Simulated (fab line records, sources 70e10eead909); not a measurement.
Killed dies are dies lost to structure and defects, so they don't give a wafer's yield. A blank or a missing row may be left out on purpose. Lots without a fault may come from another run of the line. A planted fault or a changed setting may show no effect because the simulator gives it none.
fab line records | flow nand_harc
record lots=10 wafers=30 last_day=33
route steps=1302 shown A_CHANNEL_HOLE_D1@450 END@1302
lots that met no fault: from a run of the same line without faults
start_h: hours from the record's first day to the start of the lot's first wafer shown | wait_h: hours since the lot's step before | " the same as in the row above | L1.1+2: a row that stands for several wafers | - no value, or no start given | * or withheld: withheld | < > ~ a bound
route shown NAME@n: a module of which the file shows steps, and the number in the route of the first | usual: mean/standard deviation of fault-free wafers | same: alike in all rows | chamber/n: place in a boat | sites: the reading at each site | _std_site: their standard deviation | _edge_site: outer sites' mean less inner sites' | radius_mm: how far each site lies from the wafer's centre | mask NAME#n: copy n | behind: the tool/chamber that last shaped the wafer | hold: why the lot was held/for how many hours/how that ended | device: the transistor (n, p or np) that didn't switch | end of line: the same wafers' tests at the end of the route | a step without rows: its recipe alone | killed: dies lost to structure and defects at the first sort, not the wafer's yield | map: a wafer's dies, x killed, . not, _ none there
set.NAME: the setting as run; set.NAME@STEP: as run at that earlier step | model.NAME: the simulator's own value behind a step, which no gauge read
steps of the route over a sample of lots; a table a step, a row a wafer
services: from which hour (start_h, from the record's first day; less than 0 if before it) a tool's chamber was out of use, for how many hours, and why
## steps
# step NHARC_A_CHANNEL_HOLE_D1_DEP_00
# recipe target_thk_a=31000 temp_c=400 material=aC
# usual throttle_valve_pct=35.000/0.009
# columns lot.wafer tool chamber start_h wait_h throttle_valve_pct
L548.2 acl_dep-02 0 203.83 1.3 35.004
L548.3 " 0 " " 34.997
L548.6 " 0 " " 34.991
L550.1 acl_dep-02 0 232.81 0.1 35.004
L550.4 " 0 " " 35.008
L550.6 " 0 " " 34.990
L553.1 acl_dep-03 0 253.58 4.0 34.998
L553.5 " 0 254.89 5.3 35.005
L553.6 " 0 " " 35.000
L558.2 acl_dep-03 0 319.15 3.1 35.011
L558.5 " 0 " " 35.002
L558.6 " 0 " " 35.008
L559.2 acl_dep-02 0 319.32 3.1 34.991
L559.3 " 0 " " 35.009
L559.5 " 0 " " 34.987
L560.2 acl_dep-01 0 320.86 4.4 34.995
L560.3 " 0 " " 34.986
L560.4 " 0 " " 35.010
L562.2 acl_dep-02 0 338.73 0.4 34.986
L562.4 " 0 " " 35.014
L562.5 " 0 " " 34.994
L565.1 acl_dep-03 0 378.29 3.1 35.009
L565.2 " 0 " " 35.001
L565.4 " 0 " " 35.007
L566.2 acl_dep-02 0 379.14 3.5 34.986
L566.4 " 0 " " 35.000
L566.5 " 0 " " 34.995
L567.2 acl_dep-02 0 388.32 0.4 35.013
L567.4 " 0 " " 35.010
L567.6 " 0 " " 34.993
# step NHARC_A_CHANNEL_HOLE_D1_DESCUM_15
# recipe time_s=3 o2_flow_sccm=200 ar_flow_sccm=0 bias_power_w=0 chemistry=O2
# usual drypump_motor_current_A=5.64/0.28 oes_product_au=1.001/0.0069 rf_vpp_V=57.9/0.92 showerhead_plenum_p_Torr=1.92/0.1 throttle_valve_pct=11.310/0.009
# same time_s=3
# columns lot.wafer tool chamber start_h wait_h drypump_motor_current_A oes_product_au rf_hours_counter_h rf_vpp_V showerhead_plenum_p_Torr throttle_valve_pct
L548.3 rie_diel-05 0 206.49 0.2 6.19 0.995 37 58.7 2.01 11.316
L548.2 " 1 " " 5.48 0.990 49 59.0 2.04 11.319
L548.6 " 3 " " 5.48 1.000 - 58.2 1.90 11.314
L550.1 rie_diel-07 2 235.64 0.1 5.91 1.004 37 57.3 1.90 11.321
L550.4 " 3 " " 6.16 0.996 40 59.1 2.04 11.307
L550.6 " 3 " " 6.16 0.991 - 57.8 2.04 11.308
L553.1 rie_diel-01 3 256.50 0.1 5.29 1.002 3 58.8 1.79 11.316
L553.6 " 0 " " 5.60 1.010 - 58.3 2.05 11.313
L553.5 " 1 " " 5.35 1.001 - 58.1 1.93 11.317
L558.2 rie_diel-07 2 321.73 0.1 5.98 1.005 6 58.2 1.90 11.318
L558.5 " 2 " " 5.94 1.009 - 58.7 1.90 11.319
L558.6 " 3 " " 6.14 1.000 - 57.4 2.04 11.313
L559.3 rie_diel-01 2 321.89 0.1 5.67 1.010 9 58.7 1.98 11.304
L559.2 " 0 " " 5.64 1.009 8 58.1 2.05 11.293
L559.5 " 3 " " 5.32 1.009 - 57.8 1.79 11.309
L560.2 rie_diel-01 1 323.37 0.1 5.33 0.996 10 57.9 1.92 11.311
L560.4 " 3 " " 5.31 0.997 9 56.9 1.79 11.311
L560.3 " 0 " " 5.61 0.988 9 58.1 2.05 11.308
L562.2 rie_diel-01 1 341.25 0.1 5.35 0.998 11 58.9 1.92 11.341
L562.5 " 1 " " 5.36 0.994 - 57.8 1.92 11.305
L562.4 " 2 " " 5.71 1.003 - 57.1 1.98 11.309
L565.4 rie_diel-05 2 381.34 0.1 5.30 1.012 46 58.8 1.98 11.297
L565.2 " 3 " " 5.48 0.993 49 59.4 1.88 11.311
L565.1 " 0 " " 6.20 1.008 48 58.3 1.99 11.312
L566.2 rie_diel-07 1 381.67 0.1 5.72 0.997 26 55.2 1.80 11.320
L566.4 " 2 " " 5.96 1.005 24 57.4 1.89 11.316
L566.5 " 2 " " 5.98 1.002 - 57.8 1.89 11.317
L567.4 rie_diel-01 1 390.83 0.1 5.37 0.998 0 57.6 1.92 11.314
L567.2 " 2 " " 5.74 1.002 0 56.9 1.98 11.312
L567.6 " 0 " " 5.62 0.994 - 59.3 2.05 11.317
# step NHARC_A_CHANNEL_HOLE_D1_ETCH_19
# recipe bias_v=1200 source_w=2500 pressure_mtorr=15 time_s=34.5 ar_flow_sccm=375 c4f8_flow_sccm=28.8 o2_flow_sccm=96.2 temp_c=-20 target_depth_a=* chemistry=C4F8/O2/Ar
# usual bias_v=1198/11 c4f8_flow_sccm=28.81/0.1 drypump_motor_current_A=6.07/0.29 showerhead_plenum_p_Torr=3.67/0.16 throttle_valve_pct=37.038/0.0093
# same time_s=34.5
# columns lot.wafer tool chamber start_h wait_h bias_v c4f8_flow_sccm drypump_motor_current_A rf_hours_counter_h showerhead_plenum_p_Torr throttle_valve_pct
L548.2 har_etch-01 1 208.09 0.5 1221 28.78 5.87 99 3.77 37.051
L548.3 " 1 " " 1217 28.81 5.89 - 3.77 37.038
L548.6 " 1 " " 1206 28.87 5.86 - 3.77 37.031
L550.1 har_etch-02 1 238.78 2.0 1190 28.90 5.72 325 3.54 37.039
L550.4 " 1 " " 1185 28.82 5.72 - 3.54 37.045
L550.6 " 1 " " 1183 28.83 5.72 - 3.54 37.042
L553.1 har_etch-02 0 263.53 6.0 1204 28.69 6.56 325 3.98 37.038
L553.5 " 0 " " 1207 28.81 6.55 - 3.98 37.037
L553.6 " 0 " " 1209 28.85 6.55 - 3.98 37.018
L558.2 har_etch-01 1 323.07 0.1 1197 28.88 5.85 168 3.73 37.033
L558.6 " 0 " " 1181 28.89 6.19 - 3.58 37.045
L558.5 " 1 " " 1202 28.73 5.84 - 3.73 37.033
L559.2 har_etch-02 1 323.07 0.1 1200 28.80 5.73 360 3.52 37.036
L559.3 " 1 " " 1200 28.78 5.71 - 3.52 37.035
L559.5 " 1 " " 1194 28.80 5.72 - 3.52 37.039
L560.2 har_etch-01 0 327.22 2.7 1195 28.84 6.22 172 3.57 37.038
L560.4 " 0 " " 1194 28.82 6.17 - 3.58 37.044
L560.3 " 1 " " 1188 28.94 5.86 - 3.72 37.044
L562.2 har_etch-02 1 342.94 0.1 1174 28.83 5.73 375 3.51 37.026
L562.4 " 0 " " 1200 28.66 6.56 - 3.95 37.029
L562.5 " 0 " " 1215 28.78 6.55 - 3.95 37.036
L565.2 har_etch-01 1 388.74 6.3 1210 28.84 5.91 210 3.70 37.040
L565.1 " 0 " " 1211 28.82 6.20 210 3.55 37.043
L565.4 " 0 " " 1196 28.64 6.21 - 3.55 37.050
L566.2 har_etch-01 1 392.94 10.2 1219 28.96 5.91 214 3.70 37.030
L566.4 " 1 " " 1214 28.96 5.88 - 3.70 37.054
L566.5 " 0 " " 1184 28.90 6.18 - 3.55 37.053
L567.2 har_etch-01 1 397.14 5.2 1211 28.81 5.90 218 3.70 37.037
L567.4 " 1 " " 1204 28.83 5.92 - 3.70 37.055
L567.6 " 0 " " 1199 28.82 6.21 - 3.55 37.032
# step NHARC_A_CHANNEL_HOLE_D1_ETCH_20
# recipe bias_v=3000 source_w=withheld pressure_mtorr=20 time_s=361.9 ar_flow_sccm=375 c4f8_flow_sccm=89.3 o2_flow_sccm=35.7 temp_c=-20 target_depth_a=16000 chemistry=C4F8/O2/Ar
# usual c4f8_flow_sccm=89.30/0.25 chamber_pressure_mTorr=19.997/0.019 drypump_motor_current_A=6.08/0.29 showerhead_plenum_p_Torr=3.63/0.15 throttle_valve_pct=32.156/0.0092 time_s=361.9/0
# columns lot.wafer tool chamber start_h wait_h c4f8_flow_sccm chamber_pressure_mTorr drypump_motor_current_A rf_hours_counter_h showerhead_plenum_p_Torr throttle_valve_pct time_s
L548.2 har_etch-01 1 208.24 0.1 89.27 19.965 5.90 100 3.72 32.163 361.9
L548.3 " 1 " " 89.28 20.026 5.94 - 3.72 32.156 361.9
L548.6 " 1 " " 89.05 20.008 5.90 - 3.72 32.164 361.9
L550.1 har_etch-02 1 239.00 0.2 89.50 19.990 5.73 325 3.51 32.157 361.9
L550.4 " 1 " " 89.65 19.980 5.74 - 3.51 32.169 361.9
L550.6 " 1 " " 89.36 19.987 5.75 - 3.51 32.139 361.9
L553.1 har_etch-02 0 263.76 0.2 89.18 20.023 6.56 325 3.93 32.155 361.9
L553.5 " 0 " " 89.10 20.038 6.55 - 3.93 32.156 361.9
L553.6 " 0 " " 88.89 20.010 6.55 - 3.93 32.161 361.9
L559.2 har_etch-02 1 323.18 0.1 - - - - - - -
L559.3 " 1 " " - - - - - - -
L559.5 " 1 " " - - - - - - -
L558.2 har_etch-01 1 323.21 0.1 89.64 20.002 5.88 168 3.68 32.154 361.9
L558.6 " 0 " " 88.95 19.995 6.16 - 3.54 32.153 361.9
L558.5 " 1 " " 89.54 19.979 5.91 - 3.68 32.139 361.9
L560.2 har_etch-01 0 327.33 0.1 - - - - - - -
L560.4 " 0 " " - - - - - - -
L560.3 " 1 " " - - - - - - -
L562.2 har_etch-02 1 343.05 0.1 - - - - - - -
L562.4 " 0 " " - - - - - - -
L562.5 " 0 " " - - - - - - -
L565.2 har_etch-01 1 388.85 0.1 89.19 19.988 5.88 210 3.66 32.151 361.9
L565.1 " 0 " " 88.95 19.981 6.20 210 3.52 32.152 361.9
L565.4 " 0 " " 88.81 20.011 6.21 - 3.52 32.176 361.9
L566.2 har_etch-01 1 393.09 0.1 89.15 20.014 5.95 214 3.66 32.142 361.9
L566.4 " 1 " " 89.17 20.010 5.96 - 3.66 32.165 361.9
L566.5 " 0 " " 89.55 20.041 6.18 - 3.52 32.132 361.9
L567.2 har_etch-01 1 397.28 0.1 89.31 20.007 5.91 218 3.66 32.154 361.9
L567.4 " 1 " " 89.19 19.985 5.91 - 3.66 32.152 361.9
L567.6 " 0 " " 89.63 19.976 6.17 - 3.51 32.154 361.9
# step NHARC_A_CHANNEL_HOLE_D1_CD_MEAS_30
# usual cd_nm=89.7/1
# columns lot.wafer tool chamber start_h wait_h cd_nm
L548.2 cd_sem-03 - 214.62 - 90.5
L548.3 " - " " 90.3
L548.6 " - " " 89.6
L550.1 cd_sem-03 - 248.45 - 90.1
L550.4 " - " " 89.5
L550.6 " - " " 89.6
L553.1 cd_sem-02 - 273.21 - 88.4
L553.5 " - " " 90.3
L553.6 " - " " 89.3
L558.2 cd_sem-02 - 328.58 - 88.3
L558.5 " - " " 89.3
L558.6 " - " " 88.6
L559.2 cd_sem-03 - 328.60 - 0.2
L559.3 " - " " -0.2
L559.5 " - " " -0.6
L560.2 cd_sem-02 - 332.77 - 0.4
L560.3 " - " " -0.2
L560.4 " - " " -0.1
L562.2 cd_sem-02 - 349.48 - 0.0
L562.4 " - " " 0.0
L562.5 " - " " -0.2
L565.1 cd_sem-03 - 394.27 - 88.7
L565.2 " - " " 90.8
L565.4 " - " " 88.6
L566.2 cd_sem-03 - 398.47 - 89.5
L566.4 " - " " 89.0
L566.5 " - " " 89.7
L567.2 cd_sem-03 - 402.67 0.1 89.5
L567.4 " - " " 88.6
L567.6 " - " " 89.0
# step NHARC_A_CHANNEL_HOLE_D1_XSEM_31
# recipe landing_energy_ev=35000
# usual bot_cd_nm=74.3/1.2 bow_nm=8.73/0.21 tilt_deg=0.07/0.047
# columns lot.wafer tool chamber start_h wait_h bot_cd_nm bow_nm tilt_deg
L548.2 xsem-02 0 214.71 0.1 74.4 8.59 0.08
L548.3 " 0 " " 74.8 8.55 0.08
L548.6 " 0 " " 74.1 8.60 0.08
L550.1 xsem-01 0 248.53 0.1 75.7 8.77 0.01
L550.4 " 0 " " 73.9 8.67 0.01
L550.6 " 0 " " 75.2 8.72 0.01
L553.1 xsem-01 0 273.30 0.1 73.0 8.72 0.05
L553.5 " 0 " " 74.7 8.84 0.05
L553.6 " 0 " " 74.4 8.74 0.05
L558.2 xsem-01 0 328.67 0.1 73.5 8.54 0.05
L558.5 " 0 " " 74.5 8.59 0.05
L558.6 " 0 " " 74.0 8.54 0.05
L559.2 xsem-02 0 328.69 0.1 0.0 0.37 0.10
L559.3 " 0 " " 0.0 0.36 0.10
L559.5 " 0 " " 0.0 0.36 0.10
L560.2 xsem-01 0 332.85 0.1 1.3 0.42 -0.03
L560.3 " 0 " " 0.6 0.42 -0.03
L560.4 " 0 " " 0.8 0.41 -0.03
L562.2 xsem-01 0 349.56 0.1 0.8 0.48 0.13
L562.4 " 0 " " 0.6 0.48 0.13
L562.5 " 0 " " 0.1 0.48 0.13
L565.1 xsem-02 0 394.37 0.1 72.4 8.50 0.05
L565.2 " 0 " " 75.1 8.56 0.05
L565.4 " 0 " " 72.7 8.60 0.05
L566.2 xsem-01 0 398.55 0.1 73.4 8.81 0.04
L566.4 " 0 " " 72.9 8.89 0.04
L566.5 " 0 " " 75.0 8.85 0.04
L567.2 xsem-02 0 402.77 0.1 73.6 8.64 0.11
L567.4 " 0 " " 73.0 8.55 0.11
L567.6 " 0 " " 73.1 8.54 0.11
# step NHARC_END_SORT_01
# recipe temp_c=25
# usual killed_at_array=56/21 killed_at_other=1.2/1.6 killed_at_periphery=3.7/2.5 killed_dies=61/21 killed_open=3.1/1.8 killed_short=2.8/1.7
# same gross_dies=677
# columns lot.wafer tool chamber start_h wait_h killed_at_array killed_at_other killed_at_periphery killed_dies killed_open killed_short
L559.2 prober-02 0 698.92 2.8 675 0 2 677 2 1
L559.3 prober-02 0 699.73 3.1 674 2 1 677 2 5
L559.5 prober-02 0 701.34 3.7 674 1 2 677 5 4
L560.2 prober-01 0 699.11 2.8 676 0 1 677 2 4
L560.3 prober-01 0 699.91 3.1 676 0 1 677 4 1
L560.4 prober-01 0 700.71 3.4 674 0 3 677 0 3
L562.2 prober-01 0 712.23 2.8 671 0 6 677 2 3
L562.4 prober-01 0 713.83 3.4 670 0 7 677 3 5
L562.5 prober-01 0 714.64 3.7 668 0 9 677 3 6
# killed by level:class
L559.2 A_CHANNEL_HOLE_D1:area_etch=606 A_CHANNEL_HOLE_D1:chamber_film_flake=23 A_SLIT:chamber_film_flake=20 A_CHANNEL_HOLE_D2:chamber_film_flake=12 A_SGD_CUT:chamber_film_flake=6 P_GATE:chamber_film_flake=2 A_STAIRCASE:chamber_film_flake=2 A_DECK1_JOINT:geometric_particle:open=1
L560.2 A_CHANNEL_HOLE_D1:area_etch=608 A_SLIT:chamber_film_flake=28 A_CHANNEL_HOLE_D2:chamber_film_flake=19 A_CHANNEL_HOLE_D1:chamber_film_flake=9 A_CONTACT:chamber_film_flake=4 A_WL_FILL:geometric_particle:short=2 A_CHANNEL_FILL_D1:chamber_film_flake=2 P_GATE:geometric_particle:open=1
L559.3 A_CHANNEL_HOLE_D1:area_etch=587 A_CHANNEL_HOLE_D1:chamber_film_flake=29 A_SLIT:chamber_film_flake=22 A_CHANNEL_HOLE_D2:chamber_film_flake=18 A_SGD_CUT:chamber_film_flake=7 A_CONTACT:chamber_film_flake=2 A_CHANNEL_FILL_D1:chamber_film_flake=2 A_CHANNEL_FILL_D2:chamber_film_flake=2
L560.3 A_CHANNEL_HOLE_D1:area_etch=606 A_CHANNEL_HOLE_D2:chamber_film_flake=27 A_SLIT:chamber_film_flake=24 A_CHANNEL_HOLE_D1:chamber_film_flake=6 A_CHANNEL_FILL_D1:chamber_film_flake=4 A_CHANNEL_FILL_D1:geometric_particle:open=2 A_ZERO_WELL:chamber_film_flake=2 A_CONTACT:chamber_film_flake=2
L560.4 A_CHANNEL_HOLE_D1:area_etch=602 A_SLIT:chamber_film_flake=28 A_CHANNEL_HOLE_D2:chamber_film_flake=23 A_CONTACT:chamber_film_flake=7 A_CHANNEL_HOLE_D1:chamber_film_flake=4 A_STAIRCASE:chamber_film_flake=3 P_ZERO_WELL:chamber_film_flake=2 A_CHANNEL_FILL_D1:chamber_film_flake=2
L559.5 A_CHANNEL_HOLE_D1:area_etch=587 A_SLIT:chamber_film_flake=27 A_CHANNEL_HOLE_D1:chamber_film_flake=23 A_CHANNEL_HOLE_D2:chamber_film_flake=23 A_CONTACT:chamber_film_flake=3 A_WL_FILL:geometric_particle:open=2 A_STAIRCASE:chamber_film_flake=2 P_GATE:geometric_particle:open=1
L562.2 A_CHANNEL_HOLE_D1:area_etch=609 A_CHANNEL_HOLE_D1:chamber_film_flake=22 A_SLIT:chamber_film_flake=20 A_CHANNEL_HOLE_D2:chamber_film_flake=12 P_ZERO_WELL:chamber_film_flake=4 P_M1:chamber_film_flake=2 A_STAIRCASE:chamber_film_flake=2 A_ONON_D1:geometric_particle:short=1
L562.4 A_CHANNEL_HOLE_D1:area_etch=585 A_CHANNEL_HOLE_D1:chamber_film_flake=34 A_SLIT:chamber_film_flake=20 A_CHANNEL_HOLE_D2:chamber_film_flake=16 P_STI:chamber_film_flake=4 A_BLC:chamber_film_flake=3 A_CHANNEL_FILL_D1:geometric_particle:open=2 P_CONTACT:chamber_film_flake=2
L562.5 A_CHANNEL_HOLE_D1:area_etch=594 A_CHANNEL_HOLE_D1:chamber_film_flake=32 A_SLIT:chamber_film_flake=19 A_CHANNEL_HOLE_D2:chamber_film_flake=15 P_M1:chamber_film_flake=5 P_M0:geometric_particle:short=2 A_CHANNEL_FILL_D1:geometric_particle:short=2 A_ONON_D2:geometric_particle:short=2
## services
# columns tool chamber start_h hours kind
acl_dep-01 - 187.03 13.0 pm
har_etch-01 - 191.22 0.3 repair
rie_diel-01 1 195.74 3.0 repair
rie_diel-01 3 201.20 7.4 repair
rie_diel-01 - 204.03 9.0 pm
har_etch-02 0 222.71 - consumable_replace:showerhead
har_etch-02 0 222.71 17.0 scheduled_down
har_etch-02 0 222.71 17.0 vent_cycle
rie_diel-05 - 229.63 9.0 pm
acl_dep-02 - 246.59 13.0 pm
rie_diel-07 - 253.45 0.7 repair
rie_diel-07 0 275.90 13.9 repair
rie_diel-07 - 294.35 9.0 pm
acl_dep-03 - 301.63 13.0 pm
rie_diel-05 0 307.80 3.0 repair
rie_diel-07 3 327.72 7.0 repair
xsem-01 - 328.82 0.9 repair
rie_diel-01 0 340.62 2.5 repair
acl_dep-01 - 369.23 13.0 pm
xsem-01 - 374.00 14.0 pm
har_etch-02 - 377.00 17.0 pm
rie_diel-01 - 381.03 9.0 pm
rie_diel-05 3 399.97 5.3 repair
rie_diel-07 1 400.98 15.2 repair
## key
first_sign step=NHARC_A_CHANNEL_HOLE_D1_ETCH_20 reading=tool_record direction=missing
effect step=NHARC_A_CHANNEL_HOLE_D1_CD_MEAS_30 reading=cd_nm direction=down sigmas=90 usual=89.7 struck=-0.1
effect step=NHARC_A_CHANNEL_HOLE_D1_XSEM_31 reading=bot_cd_nm direction=down sigmas=62 usual=74.3 struck=0.5
effect step=NHARC_END_SORT_01 reading=killed_at_array direction=up sigmas=29 usual=56 struck=673
more_kills_born_at NHARC_A_CHANNEL_HOLE_D1_ETCH_20@har_etch-02=3568 NHARC_A_CHANNEL_HOLE_D1_ETCH_20@har_etch-01=1816
met_at NHARC_A_CHANNEL_HOLE_D1_ETCH_20
struck_lots L559,L560,L562
later_rows_left_out L559.2,L559.3,L559.5,L560.2,L560.3,L560.4,L562.2,L562.4,L562.5
tester_left_out L559,L560,L562
not_acting_at NHARC_A_CHANNEL_HOLE_D1_DEP_00,NHARC_A_CHANNEL_HOLE_D1_DESCUM_15,NHARC_A_CHANNEL_HOLE_D1_ETCH_19
onset_between 263.76 323.18
fault kind=skipped_step_whole tool=har_etch-01,har_etch-02 chamber=- onset_h=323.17 steps=NHARC_A_CHANNEL_HOLE_D1_ETCH_20 scope=struck_lots_only
# tester_left_out: of these lots the tester's yield and bins aren't shown, on N5 and GAA mostly nor the transistor test; their killed dies are dies lost to structure and defects alone, not to doping, threshold or leakage, so they don't give the yield
# later_rows_left_out: the simulator's readings of these wafers behind a module that went badly wrong aren't trusted and aren't shown, but for the sort
